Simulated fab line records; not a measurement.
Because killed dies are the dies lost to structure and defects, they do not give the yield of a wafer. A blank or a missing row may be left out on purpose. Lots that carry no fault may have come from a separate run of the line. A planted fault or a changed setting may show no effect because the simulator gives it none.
fab line records	flow n5-finfet
record lots=5	wafers=12	last-day=17
route steps=1938 shown SD_EPI_N@269 SD_EPI_P@295 BEOL_M4@1111 PASSIVATION@1936
lots untouched by any fault: they come from a run of this same line in which no faults occurred
start-h: start of the lot's first displayed wafer, in hours after the record's first day	wait-h: hours elapsed since this lot's preceding step	" same as the row above	L1.1+2: several wafers, shown together as one row	- no value, or no start was given	* or withheld: withheld	< > ~ a bound
route shown NAME@n: names a module that has steps shown in the file, with the first one's number in the route	usual: the fault-free wafers' mean and standard deviation	same: alike in all rows	chamber/n: place in a boat	sites: the reading at each site	_std_site: standard deviation across them	_edge_site: the outer-site mean with the inner-site mean subtracted	radius-mm: for every site, how far away it sits from the centre of the wafer	mask NAME#n: copy n	behind: the tool/chamber that last shaped the wafer	hold: cause of the lot's hold/its duration in hours/its outcome	device: which transistor (n, p or np) failed to switch	end of line: the same wafers' tests at the end of the route	a step given without rows: its recipe and nothing more	killed: at the first sort, the dies lost to defects and structure; wafer yield is something else	map: dies across one wafer; x = killed, . = not, _ = none there
set.NAME: the setting the step ran with; set.NAME@STEP: the setting that earlier step ran with	model.NAME: the simulator's own value behind a step, which no gauge read
lots at selected steps of the route; one table per step, one row per wafer
services: the hour from which a tool's chamber was out of use, counted from the record's first day as start-h (under 0 if before that day), plus the number of hours and why
## steps
# step N5_SD_EPI_N_DEVELOP_08
# recipe develop-time-s=30	developer=TMAH	resist=CAR-ArF-block	dev-temp-c=23	rinse-liquid=diw	dry=air-spin
# step N5_SD_EPI_N_DESCUM_14
# recipe chemistry=O2	time-s=7.9	source-power-w=50	bias-power-w=20	pressure-mtorr=20	rf-frequency-hz=2.712e+07	temp-c=40	resist=CAR-ArF-block	o2-flow-sccm=225
# step N5_SD_EPI_N_ETCH_34
# recipe chemistry=CF4	target=SiARC	target-depth-a=455	mask-material=CAR-ArF-block	time-s=75.8	ion-energy-ev=80	pressure-mtorr=40	source-w=545	bias-w=36	Ar_flow_sccm=100	cf4-flow-sccm=100	ends=cleared
# step N5_SD_EPI_N_ETCH_35
# recipe chemistry=N2/H2	target=SOC	overetch-a=1080	mask-material=SiARC	temp-c=40	ion-energy-ev=100	source-w=3000	bias-w=133	pressure-mtorr=20	time-s=486	n2-flow-sccm=200	h2-flow-sccm=200
# step N5_SD_EPI_N_STRIP_36
# recipe chemistry=N2/H2	temp-c=40	n2-flow-sccm=200	h2-flow-sccm=200	rf-frequency-hz=6e+07
# step N5_SD_EPI_N_ETCHBACK_44
# recipe chemistry=CH3F/O2	mode=anisotropic-etchback	target=SiNx	target-depth-a=145	stop-on=SiO2	over-etch-frac=0.3	ion-energy-ev=120	pressure-mtorr=30	source-w=395	bias-w=73	Ar_flow_sccm=150	CH3F_flow_sccm=30	O2_flow_sccm=20
# step N5_SD_EPI_N_ETCH_45
# recipe chemistry=CH3F/O2	target=SiOCN	target-depth-a=60	mask-material=SOC	ion-energy-ev=60	bias-w=29	pressure-mtorr=15	source-w=410	Ar_flow_sccm=150	CH3F_flow_sccm=30	O2_flow_sccm=20
# step N5_SD_EPI_N_ETCH_16
# recipe chemistry=CHF3/O2	target=SiO2	target-depth-a=50	mask-material=SOC	pressure-mtorr=30	source-w=650	bias-w=170	Ar_flow_sccm=200	CHF3_flow_sccm=50	O2_flow_sccm=5	ion-energy-ev=200
# step N5_SD_EPI_N_STRIP_47
# recipe chemistry=CHF3/O2	resist=SiARC	rf-frequency-hz=6e+07
# step N5_SD_EPI_N_SD_RECESS_17
# recipe chemistry=HBr/Cl2/O2	target-depth-a=410	mask-material=SOC	time-s=23.7	bt-time-s=3	pressure-mtorr=10	icp-w=800	bias-w=112	HBr_flow_sccm=150	Cl2_flow_sccm=80	O2_flow_sccm=12
# usual drypump-motor-current-A=5.6/0.43	oes-product-au=0.993/0.015	throttle-valve-pct=37.2/0.38
lot.wafer	tool	chamber	start-h	wait-h	drypump-motor-current-A	oes-product-au	rf-hours-counter-h	throttle-valve-pct	model.SD_EPI_N.feature-depth-nm	model.etch.depth-nm	model.Si_of_WELL_APT_EPI_41.thk-nm
L514.2	rie-si-02	1	67.08	0.0	6.3	1.006	87	37.5	41.4	41.44	7.4
L514.4	"	0	"	"	6.0	1.014	19	36.6	41.6	41.58	7.2
L514.6	"	3	"	"	5.5	1.018	-	37.4	41.6	41.66	7
L524.4	rie-si-03	1	128.52	0.0	5.1	0.977	5	37.7	39.8	39.88	9.2
L524.5	"	0	"	"	5.5	0.993	-	37.0	47	47	4.2
L525.3	rie-si-03	0	132.76	0.0	5.6	0.979	64	37.0	47.2	47.29	4.2
L525.6	"	2	"	"	4.6	0.984	-	36.8	40	40	9
L526.5	rie-si-03	2	140.26	0.1	4.6	0.986	-	36.8	47	46.94	4.2
L526.6	"	3	"	"	5.5	0.969	-	37.2	41	40.99	7.8
L531.2	rie-si-02	1	168.40	0.0	6.3	1.000	89	37.5	40.2	40.11	9
L531.3	"	2	"	"	5.5	0.963	70	36.7	40.4	40.39	8.6
L531.4	"	3	"	"	5.5	1.017	125	37.4	41.2	41.3	7.6
# step N5_SD_EPI_N_STRIP_38
# recipe chemistry=N2/H2	power-w=1000	temp-c=250	h2-frac=0.65	overash-fraction=0.3	pressure-mtorr=withheld	n2-flow-sccm=1750	h2-flow-sccm=3250
# step N5_SD_EPI_N_WET_ETCH_43
# recipe chemistry=dHF	dilution=withheld	time-s=14	target=SiO2	target-depth-a=15	temp-c=25
# step N5_SD_EPI_N_STRIP_18
# recipe chemistry=SPM	time-s=750	temp-c=130	h2so4-h2o2-vol-ratio=4
lot.wafer	tool	chamber	start-h	wait-h	model.Si_of_WELL_APT_EPI_41.thk-nm
L514.2	wet-bench-03	7	67.27	0.0	7
L514.4+6	"	3,6	"	"	6.8
L524.4	wet-bench-02	1	128.89	0.0	8.8
L524.5	"	6	"	"	4
L525.3	wet-bench-03	0	132.95	0.0	3.8
L525.6	"	6	"	"	8.8
L526.5	wet-bench-03	7	140.42	0.0	3.8
L526.6	"	6	"	"	7.4
L531.2	wet-bench-01	7	168.61	0.0	8.6
L531.3	"	5	"	"	8.4
L531.4	"	6	"	"	7.2
# step N5_SD_EPI_N_SRD_20
# recipe dry=ipa-marangoni	do-ppb=5	time-s=30	temp-c=23	rinse-liquid=diw
# step N5_SD_EPI_N_PRECLEAN_48
# recipe chemistry=NF3:NH3	afs-cycles=2	temp-c=30	time-s=20	sublimation-temp-c=180	sublimation-time-s=60	pressure-torr=3	rf-power-w=30
# step N5_SD_EPI_N_VAPOR_ETCH_50
# recipe chemistry=HCl	target=Si	temp-c=775	time-s=54	pressure-torr=20	mode=isotropic
# step N5_SD_EPI_N_EPI_21
# recipe material=Si:P	dopant=P	temp-c=680	pressure-torr=255	time-s=690
# step N5_SD_EPI_N_PRECLEAN_24
# recipe chemistry=O3/DIW	time-s=60	temp-c=22	o3-ppm=10
# step N5_SD_EPI_N_SRD_25
# recipe time-s=30	temp-c=23	rinse-liquid=diw	dry=ipa-marangoni
# step N5_SD_EPI_N_PRECLEAN_49
# recipe chemistry=NF3:NH3	afs-cycles=1	temp-c=30	time-s=20	sublimation-temp-c=180	sublimation-time-s=60	pressure-torr=3	rf-power-w=30
# step N5_SD_EPI_N_LINER_46
# recipe material=SiNx	target-thk-a=30	temp-c=400	ald-precursor-family=SiH2I2	ald-co-reactant=N2/H2-plasma	pressure-torr=2
# step N5_SD_EPI_P_COAT_34
# recipe resist=SOC	temp-c=250	time-s=60	spin-rpm=1500	resist-thk-nm=350
# step N5_SD_EPI_P_COAT_35
# recipe resist=SiARC	temp-c=220	time-s=60	spin-rpm=1500	resist-thk-nm=35
# step N5_SD_EPI_P_COAT_03
# recipe resist=CAR-ArF-block	spin-rpm=1500	resist-thk-nm=150
# step N5_SD_EPI_P_EBR_05
# recipe solvent=PGMEA	ebr-width-mm=1.5
# step N5_SD_EPI_P_SOFTBAKE_04
# recipe temp-c=110	time-s=60	resist=CAR-ArF-block
# step N5_SD_EPI_P_EXPOSE_06
# recipe mask-id=SD_P_BLK	na=1.35	source-shape=conventional	sigma-outer=0.8	polarization=unpolarized	target-cd-nm=240	dose-mj=39.5
# step N5_SD_EPI_P_PEB_07
# recipe peb-temp-c=110	peb-time-s=60	resist=CAR-ArF-block
# step N5_SD_EPI_P_DEVELOP_08
# recipe develop-time-s=30	developer=TMAH	resist=CAR-ArF-block	dev-temp-c=23	rinse-liquid=diw	dry=air-spin
# step N5_SD_EPI_P_DESCUM_14
# recipe chemistry=O2	time-s=7.9	source-power-w=50	bias-power-w=20	pressure-mtorr=20	rf-frequency-hz=2.712e+07	temp-c=40	resist=CAR-ArF-block	o2-flow-sccm=225
# step N5_SD_EPI_P_ETCH_36
# recipe chemistry=CF4	target=SiARC	target-depth-a=455	mask-material=CAR-ArF-block	time-s=75.8	ion-energy-ev=80	pressure-mtorr=40	source-w=545	bias-w=36	Ar_flow_sccm=100	cf4-flow-sccm=100	ends=cleared
# step N5_SD_EPI_P_ETCH_37
# recipe chemistry=N2/H2	target=SOC	overetch-a=1080	mask-material=SiARC	temp-c=40	ion-energy-ev=100	source-w=3000	bias-w=133	pressure-mtorr=20	time-s=486	n2-flow-sccm=200	h2-flow-sccm=200	ends=end-point
# step N5_SD_EPI_P_STRIP_38
# recipe chemistry=N2/H2	temp-c=40	n2-flow-sccm=200	h2-flow-sccm=200	rf-frequency-hz=6e+07
# step N5_SD_EPI_P_ETCHBACK_46
# recipe chemistry=CH3F/O2	mode=anisotropic-etchback	target=SiNx	target-depth-a=175	stop-on=SiO2	over-etch-frac=0.3	ion-energy-ev=120	pressure-mtorr=30	source-w=395	bias-w=73	Ar_flow_sccm=150	CH3F_flow_sccm=30	O2_flow_sccm=20
# step N5_BEOL_M4_RC_MEAS_101
# usual CJ_N=4.35/0.086	DIBL_N=36.7/1.8	DIBL_P=37.0/2.4	IOFF_N=0.17/0.036	IOFF_N_85C=3.2/0.59	IOFF_N_LIN=0.075/0.014	IOFF_P=0.22/0.042	ION_N=673/12	ION_P=462/8.5	SS_N=71.7/0.62	SS_P=73.4/0.65	VT_N=250/3.7	VT_P=-250/3.7
lot.wafer	tool	chamber	start-h	wait-h	CJ_N	DIBL_N[mV/V]	DIBL_P[mV/V]	IOFF_N[nA/um]	IOFF_N_85C[nA/um]	IOFF_N_LIN[nA/um]	IOFF_P[nA/um]	ION_N[uA/um]	ION_P[uA/um]	SS_N[mV/dec]	SS_P[mV/dec]	VT_N[mV]	VT_P[mV]
L514.2	prober-02	0	212.04	0.2	4.47	38.0	37.8	0.19	3.5	0.082	0.25	668	468	72.2	73.8	247	-246
L514.4	"	0	"	"	4.47	37.3	37.7	0.17	3.3	0.080	0.25	691	476	72.1	73.3	248	-247
L514.6	"	0	"	"	4.51	37.4	36.1	0.16	3.2	0.074	0.22	666	460	71.7	72.8	252	-249
L526.5	prober-02	0	270.49	0.6	4.89	44.5	41.4	0.71	10.9	0.133	0.31	722	479	79.1	73.5	239	-242
L526.6	"	0	"	"	4.46	38.1	39.3	0.20	3.8	0.090	0.28	684	472	71.8	73.9	247	-245
L524.4	prober-01	0	271.42	0.5	4.30	35.1	37.3	0.14	2.8	0.067	0.21	671	466	71.7	73.8	253	-252
L524.5	"	0	"	"	4.81	41.4	36.2	0.39	6.8	0.078	0.19	682	460	78.2	74.0	252	-253
L525.3	prober-01	0	280.53	0.3	4.87	45.9	41.4	0.82	12.8	0.134	0.28	715	470	81.1	74.9	242	-249
L525.6	"	0	"	"	4.28	34.9	35.6	0.14	2.9	0.068	0.18	665	453	71.6	73.1	252	-257
L531.2	prober-01	0	300.70	0.2	4.40	37.6	36.2	0.17	3.2	0.076	0.22	675	459	71.5	73.6	249	-252
L531.3	"	0	"	"	4.38	34.7	33.3	0.13	2.6	0.061	0.17	675	459	71.0	72.9	255	-252
L531.4	"	0	"	"	4.48	32.5	30.5	0.11	2.2	0.053	0.15	664	456	70.4	72.1	254	-257
# step N5_PASSIVATION_PROBE_49
# usual defect-limited-yield=91.1/1.4	killed_at_M0_to_M3=32/9.3	killed_at_M4_up=13/5.8	killed-at-contacts=12/6.3	killed-at-front-end=44/12	killed-at-other=3.6/2.7	killed-dies=104/17	killed-open=69/13	killed-short=34/6.9	sort_bin_4_leakage=0.00/0.031	sort_bin_5_function=5.2/0.98	sort_bin_6_memory=3.3/0.59	sort-n-pass=1075/17	sort-yield-pct=91.1/1.4
# same gross-dies=1180	killed-at-back-side=0	sort_bin_8_speed[%]=0
lot.wafer	tool	chamber	start-h	wait-h	defect-limited-yield[%]	killed_at_M0_to_M3	killed_at_M4_up	killed-at-contacts	killed-at-front-end	killed-at-other	killed-dies	killed-open	killed-short	sort_bin_4_leakage[%]	sort_bin_5_function[%]	sort_bin_6_memory[%]	sort-n-pass	sort-yield-pct[%]
L524.5	prober-01	-	375.51	0.2	91.9	33	10	10	38	5	96	56	39	19.92	4.9	3.0	849	71.9
L525.3	prober-01	-	387.16	0.1	91.1	35	18	8	41	3	105	68	37	90.85	6.0	2.5	3	0.3
L526.5	prober-02	-	391.28	0.2	90.3	31	32	11	35	5	114	78	28	87.12	6.3	2.5	38	3.2
L531.2	prober-01	-	418.82	0.1	92.0	36	9	13	35	1	94	66	28	0	4.3	3.2	1086	92.0
L531.3	prober-01	-	418.87	0.1	91.5	28	9	9	48	6	100	75	25	0	5.1	3.1	1080	91.5
L531.4	prober-01	-	418.92	0.2	92.5	31	10	17	30	1	89	59	30	0	4.4	3.1	1091	92.5
# killed by level:class
L524.5 BEOL_M0_SAQP:geometric-particle:short=10 MOL_CONTACT_COAG:geometric-particle:open=9 FIN_SAQP:geometric-particle:short=8 BEOL_M2:geometric-particle:open=8 STI_FIN_REVEAL:geometric-particle:open=6 BEOL_M3:geometric-particle:open=5 BEOL_M4:geometric-particle:open=5 GATE_CUT:geometric-particle:short=4
L525.3 FIN_SAQP:geometric-particle:open=9 BEOL_M3:geometric-particle:open=9 BEOL_M2:geometric-particle:open=7 DUMMY_GATE:geometric-particle:open=6 BEOL_M0_SAQP:geometric-particle:short=6 STI_FIN_REVEAL:geometric-particle:open=5 GATE_CUT:geometric-particle:open=5 BEOL_M4:geometric-particle:open=5
L526.5 BEOL_M4:geometric-particle:open=17 BEOL_M2:geometric-particle:open=12 FIN_SAQP:geometric-particle:open=8 MOL_CONTACT_COAG:geometric-particle:open=8 HKMG_FIN:area-etch=7 DUMMY_GATE:geometric-particle:open=6 BEOL_M0_SAQP:geometric-particle:open=6 FIN_SAQP:geometric-particle:short=5
L531.2 MOL_CONTACT_COAG:geometric-particle:open=8 FIN_SAQP:geometric-particle:open=7 DUMMY_GATE:geometric-particle:open=7 STI_FIN_REVEAL:geometric-particle:open=7 BEOL_M0_SAQP:geometric-particle:short=7 BEOL_M3:geometric-particle:open=7 BEOL_M0_SAQP:geometric-particle:open=6 MOL_CONTACT_COAG:geometric-particle:short=5
L531.3 FIN_SAQP:geometric-particle:open=18 STI_FIN_REVEAL:geometric-particle:open=8 DUMMY_GATE:geometric-particle:open=8 MOL_CONTACT_COAG:geometric-particle:open=6 BEOL_M1:geometric-particle:open=6 FIN_SAQP:geometric-particle:short=5 BEOL_M0_SAQP:geometric-particle:open=5 BEOL_M0_SAQP:geometric-particle:short=5
L531.4 MOL_CONTACT_COAG:geometric-particle:open=13 BEOL_M0_SAQP:geometric-particle:open=9 BEOL_M0_SAQP:geometric-particle:short=8 BEOL_M2:geometric-particle:open=8 FIN_SAQP:geometric-particle:open=6 STI_FIN_REVEAL:geometric-particle:open=6 FIN_SAQP:geometric-particle:short=5 DUMMY_GATE:geometric-particle:open=4
# map L524.4 (x killed, . not)
_________________x....xx.....________________
______________.......x.........._____________
___________......................x.__________
__________.........x...............x_________
________.xx............x.x........x..._______
_______................................______
______x...............x.......x........._____
_____....................................____
____.........x...x.......x....x....x...x..___
___.........x..........x...x.........x....x__
___....x.................x.............x...__
__..............x.....x...........xx........_
__........x.............................x..._
_.....x..........x...........x...............
_....x....x.........x.......x......x.........
_.......................x........x..........x
_......x.........x.xxx........x..............
_.....................x...xx..x..............
_..................x.........................
_....x.x.....x...........x................x.x
_........x....x.........x...........x.......x
__..........x....x.....xx.................x._
__...x......................................_
___........................................__
___.....x.........x.....x..............x...__
____...x............x......x.............x___
_____......................x.xx..........____
______....x...........................x._____
_______........x........x...........x.x______
________..x....x....................x._______
__________...x......................_________
___________..............x.........__________
______________x...x...x..x......_____________
_________________..........x.________________
# map L525.3 (x killed, . not)
_________________............________________
______________..x..........x...._____________
___________........................__________
__________...........x......x......._________
________...x.........................._______
_______..............x.......x...x.x...______
______..x.....x....x...x................_____
_____......................x.............____
____...x..............x...........x.xx....___
___.....x.........................x..x.x...__
___x...........x.x....x....................__
__..x.............x........................._
__....................x..x.........xx......._
_................x...........................
_.....x................................x.....
_.........x..................................
_......x..............xx.....................
_.....................x....x....xx...x.....x.
_.x.x........x..x.....x..............x.......
_.......x............x..x...............x....
_x..............x..........x...x.............
__.x......................x.............x..x_
__..x.x...x.......................x........._
___............x.....x.x...................__
___x.......x.x................x...x....x.x.__
____...........x......................x...___
_____..x.......x......................x..____
______.x.................x..........x..._____
_______..................x...xx........______
________.........xx..x..........x....x_______
__________x................x..x.x..._________
___________.......x...x.x.x.x......__________
______________.......x.........x_____________
_________________............________________
## services
tool	chamber	start-h	hours	kind
rie-si-02	-	54.41	2.8	pm
rie-si-03	-	65.50	28.1	pm
wet-bench-02	-	110.80	1.1	repair
rie-si-02	1	130.98	10.1	repair
rie-si-02	2	137.50	10.4	repair
rie-si-02	0	142.00	7.4	repair
rie-si-03	-	156.22	14.6	pm
## key
first-sign step=N5_BEOL_M4_RC_MEAS_101	reading=IOFF_N	direction=up	sigmas=13	usual=0.17	struck=0.64
effect step=N5_BEOL_M4_RC_MEAS_101	reading=SS_N	direction=up	sigmas=13	usual=71.7	struck=79.4
effect step=N5_BEOL_M4_RC_MEAS_101	reading=IOFF_N_85C	direction=up	sigmas=12	usual=3.2	struck=10.1
effect step=N5_BEOL_M4_RC_MEAS_101	reading=CJ_N	direction=up	sigmas=5.9	usual=4.35	struck=4.86
effect step=N5_BEOL_M4_RC_MEAS_101	reading=DIBL_N	direction=up	sigmas=4.1	usual=36.7	struck=43.9
effect step=N5_BEOL_M4_RC_MEAS_101	reading=IOFF_N_LIN	direction=up	sigmas=2.9	usual=0.075	struck=0.115	wafers-moved=2
effect step=N5_PASSIVATION_PROBE_49	reading=sort_bin_4_leakage	direction=up	sigmas=99+	usual=0.00	struck=65.96
model-effect step=N5_SD_EPI_N_SD_RECESS_17	value=SD_EPI_N.feature-depth-nm	without=40.33	struck=47.07
model-effect step=N5_SD_EPI_N_STRIP_18	value=Si_of_WELL_APT_EPI_41.thk-nm	without=8.067	struck=3.867
met-at N5_SD_EPI_N_SD_RECESS_17
struck-wafers L524.5,L525.3,L526.5
fault kind=process-parameter-drift	tool=rie-si-03	chamber=-	onset-h=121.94	steps=N5_SD_EPI_N_SD_RECESS_17	channel=time-s	offset=*	shape=step	end-h=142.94	scope=struck-wafers-only	acts-in=*	stated=*
